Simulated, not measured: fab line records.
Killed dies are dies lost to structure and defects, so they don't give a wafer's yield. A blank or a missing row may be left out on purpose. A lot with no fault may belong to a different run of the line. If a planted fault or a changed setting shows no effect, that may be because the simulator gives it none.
fab line records	flow n5-finfet	part 1 of 2: steps 1 to 22 of 28
record lots=5	wafers=15	last-day=20
route steps=1938 shown FIN_SAQP@102
lots with no fault: from the same line, run without faults
start-h: hours from the record's opening day to when the first of the lot's shown wafers began	wait-h: hours elapsed since this lot's preceding step	" repeats the value in the row above	L1.1+2: a single row standing in for several wafers	- no value, or no start given	* or withheld: withheld	< > ~ a bound
route shown NAME@n: a module of which the file shows steps, and the number in the route of the first	usual: average and standard deviation across the fault-free wafers	same: alike in all rows	chamber/n: place in a boat	sites: per-site readings	_std_site: how widely they spread, as a standard deviation	_edge_site: inner sites' mean taken away from outer sites' mean	radius-mm: how far each site lies from the wafer's centre	mask NAME#n: copy n	behind: tool/chamber where the wafer was last shaped	hold: why the lot was held/for how many hours/how that ended	device: transistor that didn't switch, given as n, p or np	end of line: tests run on the same wafers once the route is complete	for a step that has no rows: nothing shown but its recipe	killed: not the wafer's yield, but the dies lost to structure and defects at the first sort	map: per-die view of a wafer (x killed, . not killed, _ where there is no die)
set.NAME: the run value of the setting; set.NAME@STEP: its run value at that earlier step	model.NAME: the simulator's own value behind a step, which no gauge read
lots at selected steps of the route; one table per step, one row per wafer
services: when a tool's chamber went out of use (start-h, in hours from the record's first day, below 0 if earlier), for how many hours, and the reason
## steps
# step N5_FIN_SAQP_HM_DEP_72
# recipe material=SiO2	target-thk-a=120	temp-c=400	precursor=SiH4/N2O	pressure-torr=0.75	rf-w=275	time-s=7.2
# usual heater-power-outer-w=500/78	heater-power-w=809/110	showerhead-plenum-p-Torr=8.17/0.17	showerhead-vpp-V=1003/52
lot.wafer	tool	chamber	start-h	wait-h	heater-power-outer-w	heater-power-w	showerhead-plenum-p-Torr	showerhead-vpp-V
L084.2	pecvd-01	0	81.63	0.0	547	779	8.10	971
L084.3	"	1	"	"	387	637	8.13	977
L084.5	"	1	"	"	389	647	8.12	986
L087.3	pecvd-04	2	100.10	0.0	583	892	7.84	1067
L087.5	"	1	"	"	469	798	8.17	1034
L087.6	"	0	"	"	518	818	8.44	1049
L088.3	pecvd-01	2	105.11	0.0	423	787	8.17	885
L088.4	"	2	"	"	416	766	8.15	881
L088.5	"	0	"	"	520	798	8.09	963
L096.1	pecvd-03	0	153.32	0.0	547	872	8.35	1008
L096.5	"	0	"	"	555	882	8.34	1007
L096.6	"	1	"	"	532	823	8.30	1027
L097.2	pecvd-03	0	159.12	0.0	634	971	8.35	983
L097.3	"	2	"	"	607	1033	7.98	1014
L097.5	"	2	"	"	632	1006	7.99	1003
# step N5_FIN_SAQP_COAT_49
# recipe resist=SOC	temp-c=250	time-s=60	spin-rpm=1500	resist-thk-nm=100
# usual dispense-pressure-kPa=58/3.1
lot.wafer	tool	chamber	start-h	wait-h	dispense-pressure-kPa
L084.2	litho-track-03	0	81.71	0.1	59
L084.3	"	0	"	"	60
L084.5	"	0	"	"	60
L087.3	litho-track-03	0	100.18	0.1	60
L087.5	"	0	"	"	59
L087.6	"	0	"	"	60
L088.3	litho-track-03	0	105.19	0.1	59
L088.4	"	0	"	"	60
L088.5	"	0	"	"	60
L096.1	litho-track-03	0	153.40	0.1	59
L096.5	"	0	"	"	59
L096.6	"	0	"	"	59
L097.2	litho-track-05	0	159.20	0.1	58
L097.3	"	0	"	"	58
L097.5	"	0	"	"	58
# step N5_FIN_SAQP_COAT_50
# recipe resist=SiARC	temp-c=220	time-s=60	spin-rpm=1500	resist-thk-nm=35
# usual dispense-pressure-kPa=58/3.1
lot.wafer	tool	chamber	start-h	wait-h	dispense-pressure-kPa
L084.2	litho-track-03	0	-	-	60
L084.3	"	0	"	"	60
L084.5	"	0	"	"	60
L087.3	litho-track-03	0	-	-	60
L087.5	"	0	"	"	60
L087.6	"	0	"	"	60
L088.3	litho-track-03	0	-	-	60
L088.4	"	0	"	"	60
L088.5	"	0	"	"	60
L096.1	litho-track-03	0	-	-	59
L096.5	"	0	"	"	59
L096.6	"	0	"	"	59
L097.2	litho-track-05	0	-	-	58
L097.3	"	0	"	"	58
L097.5	"	0	"	"	58
# step N5_FIN_SAQP_COAT_10
# recipe resist=CAR-ArF	spin-rpm=1500	resist-thk-nm=90
# usual dispense-pressure-kPa=57/3.1
lot.wafer	tool	chamber	start-h	wait-h	dispense-pressure-kPa
L084.2	litho-track-03	0	-	-	59
L084.3	"	0	"	"	59
L084.5	"	0	"	"	59
L087.3	litho-track-03	0	-	-	59
L087.5	"	0	"	"	59
L087.6	"	0	"	"	59
L088.3	litho-track-03	0	-	-	59
L088.4	"	0	"	"	59
L088.5	"	0	"	"	59
L096.1	litho-track-03	0	-	-	59
L096.5	"	0	"	"	59
L096.6	"	0	"	"	59
L097.2	litho-track-05	0	-	-	58
L097.3	"	0	"	"	58
L097.5	"	0	"	"	58
# step N5_FIN_SAQP_EBR_12
# recipe solvent=PGMEA	ebr-width-mm=1.5
lot.wafer	tool	chamber	start-h	wait-h
L084.2+3+5	litho-track-03	0	-	-
L087.3+5+6	litho-track-03	0	-	-
L088.3+4+5	litho-track-03	0	-	-
L096.1+5+6	litho-track-03	0	-	-
L097.2+3+5	litho-track-05	0	-	-
# step N5_FIN_SAQP_SOFTBAKE_11
# recipe temp-c=110	time-s=60	resist=CAR-ArF
lot.wafer	tool	chamber	start-h	wait-h
L084.2+3+5	litho-track-03	0	-	-
L087.3+5+6	litho-track-03	0	-	-
L088.3+4+5	litho-track-03	0	-	-
L096.1+5+6	litho-track-03	0	-	-
L097.2+3+5	litho-track-05	0	-	-
# step N5_FIN_SAQP_EXPOSE_13
# recipe mask-id=FIN_CORE	na=1.35	source-shape=dipole	sigma-inner=0.538	sigma-outer=0.738	polarization=te	target-cd-nm=35.6	dose-mj=63.25
# same sigma-inner=0.538
lot.wafer	tool	chamber	start-h	wait-h	mask
L084.2+3+5	arfi-scanner-01	0	82.05	-	FIN_CORE#0
L087.3+5+6	arfi-scanner-01	0	100.43	-	FIN_CORE#0
L088.3+4+5	arfi-scanner-03	0	105.44	-	FIN_CORE#0
L096.1+5+6	arfi-scanner-03	0	153.64	-	FIN_CORE#0
L097.2+3+5	arfi-scanner-01	0	159.44	-	FIN_CORE#0
# step N5_FIN_SAQP_PEB_14
# recipe peb-temp-c=withheld	peb-time-s=60	resist=CAR-ArF
# same peb-time-s=60
lot.wafer	tool	chamber	start-h	wait-h
L084.2+3+5	litho-track-03	0	82.11	0.0
L087.3+5+6	litho-track-03	0	100.48	0.0
L088.3+4+5	litho-track-03	0	105.50	0.0
L096.1+5+6	litho-track-01	0	153.70	0.1
L097.2+3+5	litho-track-05	0	159.50	0.0
# step N5_FIN_SAQP_DEVELOP_15
# recipe develop-time-s=30	developer=TMAH	resist=CAR-ArF	dev-temp-c=23	rinse-liquid=diw	dry=air-spin
# same develop-time-s=30
lot.wafer	tool	chamber	start-h	wait-h
L084.2+3+5	litho-track-03	0	-	-
L087.3+5+6	litho-track-03	0	-	-
L088.3+4+5	litho-track-03	0	-	-
L096.1+5+6	litho-track-01	0	-	-
L097.2+3+5	litho-track-05	0	-	-
# step N5_FIN_SAQP_CD_MEAS_16
# recipe target-cd-nm=35.6	landing-energy-ev=500	detector=se-inlens
# usual cd-nm=35.7/0.43
lot.wafer	tool	chamber	start-h	wait-h	cd-nm
L084.2	cd-sem-01	0	82.18	-	35.4
L084.3	"	0	"	"	36.0
L084.5	"	0	"	"	35.5
L087.3	cd-sem-01	0	100.55	-	36.3
L087.5	"	0	"	"	35.1
L087.6	"	0	"	"	35.4
L088.3	cd-sem-03	0	105.57	-	35.6
L088.4	"	0	"	"	35.9
L088.5	"	0	"	"	36.0
L096.1	cd-sem-01	0	153.77	-	35.4
L096.5	"	0	"	"	35.2
L096.6	"	0	"	"	35.7
L097.2	cd-sem-03	0	159.57	-	35.8
L097.3	"	0	"	"	35.6
L097.5	"	0	"	"	35.4
# step N5_FIN_SAQP_OVL_MEAS_17
# recipe points-per-wafer=44
# usual FIN_CORE_OVL=0.0/0.82
lot.wafer	tool	chamber	start-h	wait-h	FIN_CORE_OVL[nm]
L084.2	overlay-02	0	82.21	0.0	-0.4
L084.3	"	0	"	"	0.0
L084.5	"	0	"	"	-0.8
L087.3	overlay-02	0	100.59	0.0	0.5
L087.5	"	0	"	"	-1.3
L087.6	"	0	"	"	0.2
L088.3	overlay-02	0	105.60	0.0	1.1
L088.4	"	0	"	"	-1.2
L088.5	"	0	"	"	0.2
L096.1	overlay-01	0	153.81	0.0	-0.2
L096.5	"	0	"	"	-0.8
L096.6	"	0	"	"	0.4
L097.2	overlay-02	0	159.61	0.0	-0.3
L097.3	"	0	"	"	-1.2
L097.5	"	0	"	"	-0.8
# step N5_FIN_SAQP_INSPECT_18
# recipe mode=adi	inspect-instrument=brightfield
# usual raw-defect-count=450/130
lot.wafer	tool	chamber	start-h	wait-h	raw-defect-count
L084.2	defect-inspect-02	-	82.24	0.0	521
L084.3	"	-	"	"	1181
L084.5	"	-	"	"	511
L087.3	defect-inspect-02	-	100.61	0.0	341
L087.5	"	-	"	"	392
L087.6	"	-	"	"	541
L088.3	defect-inspect-02	-	105.63	0.0	509
L088.4	"	-	"	"	382
L088.5	"	-	"	"	474
L096.1	defect-inspect-02	-	153.83	0.0	301
L096.5	"	-	"	"	312
L096.6	"	-	"	"	267
L097.2	defect-inspect-02	-	159.63	0.0	426
L097.3	"	-	"	"	405
L097.5	"	-	"	"	330
# step N5_FIN_SAQP_DESCUM_21
# recipe chemistry=O2	time-s=7.9	source-power-w=50	bias-power-w=20	pressure-mtorr=20	rf-frequency-hz=2.712e+07	temp-c=40	resist=CAR-ArF	o2-flow-sccm=225
# usual drypump-motor-current-A=5.6/0.44	oes-product-au=0.77/0.059	rf-vpp-V=243.1/1.2	showerhead-plenum-p-Torr=2.09/0.074	throttle-valve-pct=20.46/0.25
lot.wafer	tool	chamber	start-h	wait-h	drypump-motor-current-A	oes-product-au	rf-hours-counter-h	rf-vpp-V	showerhead-plenum-p-Torr	throttle-valve-pct
L084.2	rie-diel-04	3	82.42	0.2	5.5	0.79	116	242.2	2.05	20.55
L084.3	"	1	"	"	6.1	0.75	147	242.9	2.01	20.57
L084.5	"	1	"	"	6.2	0.75	-	243.5	2.01	20.59
L087.3	rie-diel-01	1	100.64	0.0	5.8	0.83	84	245.3	2.20	20.10
L087.5	"	2	"	"	5.1	0.72	-	242.7	2.08	20.52
L087.6	"	3	"	"	5.0	0.78	-	243.0	2.04	20.61
L088.3	rie-diel-05	1	105.87	0.2	6.2	0.80	108	243.9	2.11	20.79
L088.4	"	2	"	"	5.2	0.71	192	244.1	2.14	20.31
L088.5	"	3	"	"	5.4	0.70	-	240.8	2.00	20.42
L096.1	rie-diel-05	3	153.87	0.0	5.4	0.69	222	241.0	1.99	20.44
L096.5	"	2	"	"	5.3	0.72	-	243.8	2.14	20.35
L096.6	"	1	"	"	6.2	0.79	-	244.0	2.10	20.83
L097.2	rie-diel-05	3	159.66	0.0	5.5	0.69	224	242.7	1.99	20.46
L097.3	"	0	"	"	5.1	0.75	180	241.1	1.96	20.07
L097.5	"	2	"	"	5.3	0.71	-	244.0	2.14	20.35
# step N5_FIN_SAQP_ETCH_51
# recipe chemistry=CF4	target=SiARC	target-depth-a=455	mask-material=CAR-ArF	time-s=75.8	ion-energy-ev=80	pressure-mtorr=40	source-w=545	bias-w=36	Ar_flow_sccm=100	cf4-flow-sccm=100	ends=cleared
# usual drypump-motor-current-A=5.6/0.44	etch-rf-on-time-s=75.6/1.9	oes-product-au=0.66/0.048	rf-vpp-V=184.0/1.2	showerhead-plenum-p-Torr=2.14/0.073	throttle-valve-pct=15.62/0.23
lot.wafer	tool	chamber	start-h	wait-h	drypump-motor-current-A	etch-rf-on-time-s	oes-product-au	rf-hours-counter-h	rf-vpp-V	showerhead-plenum-p-Torr	throttle-valve-pct
L084.2	rie-diel-04	3	82.46	0.0	5.5	72.1	0.71	116	180.5	2.06	15.54
L084.3	"	1	"	"	6.1	76.7	0.65	147	182.7	2.08	15.88
L084.5	"	1	"	"	6.2	76.5	0.64	-	184.0	2.08	15.89
L087.3	rie-diel-01	1	100.68	0.0	5.8	77.6	0.70	84	183.9	2.26	15.37
L087.5	"	2	"	"	5.2	75.4	0.63	-	186.2	2.12	15.67
L087.6	"	3	"	"	5.0	76.8	0.68	-	182.5	2.07	15.66
L088.3	rie-diel-05	1	105.91	0.0	6.1	74.5	0.68	108	184.3	2.14	15.75
L088.4	"	2	"	"	5.3	78.9	0.61	192	184.6	2.22	15.69
L088.5	"	3	"	"	5.4	78.1	0.59	-	181.2	2.06	15.60
L096.1	rie-diel-05	3	153.90	0.0	5.5	76.7	0.58	222	183.0	2.05	15.61
L096.5	"	2	"	"	5.3	77.0	0.60	-	183.0	2.21	15.71
L096.6	"	1	"	"	6.1	72.8	0.68	-	183.6	2.13	15.79
L097.2	rie-diel-05	3	159.70	0.0	5.4	77.0	0.59	224	182.6	2.05	15.61
L097.3	"	0	"	"	5.1	75.5	0.64	180	182.4	2.04	15.40
L097.5	"	2	"	"	5.3	78.0	0.59	-	184.4	2.21	15.74
# step N5_FIN_SAQP_ETCH_52
# recipe chemistry=N2/H2	target=SOC	target-depth-a=1000	overetch-a=200	mask-material=SiARC	temp-c=40	time-s=150	ion-energy-ev=200	pressure-mtorr=30	source-w=840	bias-w=150	n2-flow-sccm=200	h2-flow-sccm=200	ends=end-point
# usual drypump-motor-current-A=5.6/0.44	h2-flow-sccm=200.0/0.51	oes-product-au=0.69/0.049	rf-vpp-V=523.7/2.7	showerhead-plenum-p-Torr=2.53/0.095	throttle-valve-pct=17.81/0.23
lot.wafer	tool	chamber	start-h	wait-h	drypump-motor-current-A	h2-flow-sccm	oes-product-au	rf-hours-counter-h	rf-vpp-V	showerhead-plenum-p-Torr	throttle-valve-pct
L084.2	rie-diel-04	3	82.51	0.0	5.5	200.4	0.72	116	522.5	2.44	17.66
L084.3	"	1	"	"	6.2	199.5	0.67	147	521.0	2.44	18.00
L084.5	"	1	"	"	6.2	199.9	0.68	-	521.9	2.44	18.00
L087.3	rie-diel-01	1	100.73	0.0	5.8	199.3	0.74	84	526.5	2.71	17.70
L087.5	"	2	"	"	5.1	199.8	0.65	-	522.3	2.56	18.25
L087.6	"	3	"	"	5.0	199.8	0.72	-	520.4	2.43	17.69
L088.3	rie-diel-05	1	105.96	0.0	6.2	200.9	0.71	108	525.5	2.53	17.94
L088.4	"	2	"	"	5.3	199.9	0.65	192	527.0	2.59	17.55
L088.5	"	3	"	"	5.5	201.1	0.63	-	521.2	2.38	17.49
L096.1	rie-diel-05	3	153.96	0.0	5.5	200.9	0.62	222	521.1	2.37	17.53
L096.5	"	2	"	"	5.3	200.0	0.64	-	526.1	2.58	17.59
L096.6	"	1	"	"	6.2	199.7	0.70	-	524.5	2.52	17.98
L097.2	rie-diel-05	3	159.76	0.0	5.5	199.7	0.62	224	518.8	2.37	17.53
L097.3	"	0	"	"	5.1	199.9	0.67	180	520.7	2.43	17.82
L097.5	"	2	"	"	5.3	200.1	0.63	-	527.2	2.58	17.59
# step N5_FIN_SAQP_STRIP_53
# recipe chemistry=N2/H2	temp-c=40	n2-flow-sccm=200	h2-flow-sccm=200	rf-frequency-hz=6e+07
lot.wafer	tool	chamber	start-h	wait-h
L084.2+3+5	rie-diel-04	3,1,1	82.61	0.0
L087.3+5+6	rie-diel-01	1,2,3	100.83	0.0
L088.3+4+5	rie-diel-05	1,2,3	106.06	0.0
L096.1+5+6	rie-diel-05	3,2,1	154.05	0.0
L097.2+3+5	rie-diel-05	3,0,2	159.85	0.0
# step N5_FIN_SAQP_HM_OPEN_73
# recipe chemistry=CHF3/O2	target=SiO2	stop-on=a-Si	target-depth-a=120	over-etch-frac=1.8	mask-material=SOC	time-s=16.8	pressure-mtorr=30	source-w=650	bias-w=170	Ar_flow_sccm=200	CHF3_flow_sccm=50	O2_flow_sccm=5	ion-energy-ev=200	ends=end-point
# usual drypump-motor-current-A=5.6/0.44	oes-product-au=0.46/0.033	rf-vpp-V=527/13	showerhead-plenum-p-Torr=2.41/0.087	throttle-valve-pct=18.88/0.22
# same over-etch-frac=1.8
lot.wafer	tool	chamber	start-h	wait-h	drypump-motor-current-A	oes-product-au	rf-hours-counter-h	rf-vpp-V	showerhead-plenum-p-Torr	throttle-valve-pct
L084.2	rie-diel-04	3	82.62	0.0	5.5	0.47	116	507	2.33	18.78
L084.3	"	1	"	"	6.2	0.45	147	517	2.33	19.05
L084.5	"	1	"	"	6.1	0.45	-	517	2.33	19.06
L087.3	rie-diel-01	1	100.84	0.0	5.8	0.50	84	555	2.56	18.67
L087.5	"	2	"	"	5.1	0.44	-	517	2.41	19.04
L087.6	"	3	"	"	5.0	0.48	-	532	2.32	18.83
L088.3	rie-diel-05	1	106.07	0.0	6.2	0.48	108	524	2.41	19.00
L088.4	"	2	"	"	5.3	0.43	192	528	2.51	18.94
L088.5	"	3	"	"	5.4	0.42	-	518	2.31	18.83
L096.1	rie-diel-05	3	154.06	0.0	5.4	0.42	222	517	2.31	18.85
L096.5	"	2	"	"	5.3	0.43	-	527	2.50	18.99
L096.6	"	1	"	"	6.2	0.47	-	526	2.40	19.04
L097.2	rie-diel-05	3	159.86	0.0	5.5	0.42	224	518	2.31	18.84
L097.3	"	0	"	"	5.1	0.44	180	522	2.30	18.67
L097.5	"	2	"	"	5.3	0.42	-	530	2.50	18.97
# step N5_FIN_SAQP_STRIP_74
# recipe chemistry=CHF3/O2	resist=SiARC	rf-frequency-hz=6e+07
lot.wafer	tool	chamber	start-h	wait-h
L084.2+3+5	rie-diel-04	3,1,1	82.67	0.0
L087.3+5+6	rie-diel-01	1,2,3	100.89	0.0
L088.3+4+5	rie-diel-05	1,2,3	106.12	0.0
L096.1+5+6	rie-diel-05	3,2,1	154.12	0.0
L097.2+3+5	rie-diel-05	3,0,2	159.92	0.0
# step N5_FIN_SAQP_MANDREL_ETCH_22
# recipe target-depth-a=600	chemistry=HBr/Cl2	target=a-Si	stop-on=SiNx	bt-time-s=10	over-etch-frac=0.5	time-s=30	pressure-mtorr=10	icp-w=800	bias-w=75	HBr_flow_sccm=150	Cl2_flow_sccm=80	ends=end-point
# usual drypump-motor-current-A=5.3/0.35	he-backside-leak-sccm=2.9/0.36	mfc-cl2-sccm=80.03/0.23	oes-product-au=0.764/0.017	throttle-valve-pct=35.5/0.4
# same over-etch-frac=0.5
lot.wafer	tool	chamber	start-h	wait-h	drypump-motor-current-A	he-backside-leak-sccm	mfc-cl2-sccm	oes-product-au	rf-hours-counter-h	throttle-valve-pct
L084.2	rie-si-06	3	82.70	0.0	5.5	2.8	79.82	0.781	83	36.4
L084.3	"	1	"	"	5.3	2.7	80.20	0.758	129	35.6
L084.5	"	1	"	"	5.3	2.7	80.34	0.763	-	35.6
L087.3	rie-si-01	2	100.93	0.0	4.9	3.2	80.14	0.737	121	35.2
L087.5	"	2	"	"	4.9	3.1	80.25	0.753	-	35.2
L087.6	"	3	"	"	5.4	2.5	80.07	0.750	-	35.8
L088.3	rie-si-06	1	106.15	0.0	5.3	2.7	79.66	0.759	129	35.6
L088.4	"	2	"	"	5.1	2.8	79.84	0.794	2	35.3
L088.5	"	0	"	"	5.5	2.9	79.97	0.759	-	34.9
L096.1	rie-si-01	1	154.15	0.0	5.0	2.4	80.30	0.780	60	35.2
L096.5	"	2	"	"	4.9	3.0	80.27	0.747	-	35.2
L096.6	"	3	"	"	5.4	2.7	80.00	0.747	-	35.8
L097.2	rie-si-01	2	159.95	0.0	4.9	3.3	80.16	0.729	122	35.2
L097.3	"	3	"	"	5.4	2.7	80.17	0.751	132	35.7
L097.5	"	2	"	"	4.9	3.1	80.14	0.735	-	35.2
# step N5_FIN_SAQP_STRIP_55
# recipe chemistry=N2/H2	power-w=500	temp-c=40	pressure-mtorr=50	rf-frequency-hz=6e+07	overash-fraction=0.3	bias-power-w=28	h2-frac=0.5	n2-flow-sccm=300	h2-flow-sccm=300
# usual drypump-motor-current-A=5.6/0.42	h2-flow-sccm=300.0/0.94	oes-product-au=0.76/0.058	rf-vpp-V=121.8/1.5	showerhead-plenum-p-Torr=3.34/0.12	throttle-valve-pct=18.8/0.42
lot.wafer	tool	chamber	start-h	wait-h	drypump-motor-current-A	h2-flow-sccm	oes-product-au	rf-hours-counter-h	rf-vpp-V	showerhead-plenum-p-Torr	throttle-valve-pct
L084.2	rie-diel-04	2	82.80	0.1	5.6	300.9	1.00	1	121.1	3.43	18.8
L084.3	"	0	"	"	5.8	299.8	0.81	101	120.7	3.40	18.9
L084.5	"	2	"	"	5.6	301.1	1.00	-	122.8	3.43	18.8
L087.3	rie-diel-05	1	101.05	0.1	6.2	300.0	0.81	107	124.0	3.35	18.9
L087.5	"	2	"	"	5.3	300.2	0.72	-	120.9	3.42	18.3
L087.6	"	3	"	"	5.5	299.1	0.70	-	122.3	3.15	18.5
L088.3	rie-diel-05	1	106.25	0.1	6.2	301.4	0.80	108	121.9	3.35	18.9
L088.4	"	0	"	"	5.1	301.0	0.76	161	118.7	3.22	19.0
L088.5	"	2	"	"	5.3	301.6	0.72	-	120.8	3.42	18.3
L096.1	rie-diel-05	1	154.86	0.7	6.2	301.6	0.79	126	123.5	3.34	19.0
L096.5	"	3	"	"	5.5	299.3	0.68	-	121.7	3.14	18.5
L096.6	"	2	"	"	5.3	300.9	0.71	-	122.3	3.41	18.3
L097.2	rie-diel-05	3	160.30	0.3	5.5	298.6	0.68	225	121.9	3.14	18.5
L097.3	"	2	"	"	5.3	299.6	0.70	212	121.9	3.41	18.3
L097.5	"	2	"	"	5.3	299.7	0.70	-	121.2	3.41	18.3
# step N5_FIN_SAQP_STRIP_23
# recipe chemistry=SPM	time-s=750	temp-c=130	h2so4-h2o2-vol-ratio=4
lot.wafer	tool	chamber	start-h	wait-h
L084.2+3+5	wet-bench-05	1,2,5	82.87	-
L087.3+5+6	wet-bench-02	4,5,7	101.11	-
L088.3+4+5	wet-bench-05	0,1,2	106.32	-
L096.1+5+6	wet-bench-02	3,5,6	154.93	-
L097.2+3+5	wet-bench-02	1,7,3	160.37	-
# step N5_FIN_SAQP_SRD_66
# recipe dry=ipa-marangoni	time-s=30	temp-c=23	rinse-liquid=diw
lot.wafer	tool	chamber	start-h	wait-h
L084.2+3+5	wet-bench-05	1,2,5	83.08	0.0
L087.3+5+6	wet-bench-02	4,5,7	101.34	0.0
L088.3+4+5	wet-bench-05	0,1,2	106.55	0.0
L096.1+5+6	wet-bench-02	3,5,6	155.14	0.0
L097.2+3+5	wet-bench-02	1,7,3	160.58	0.0
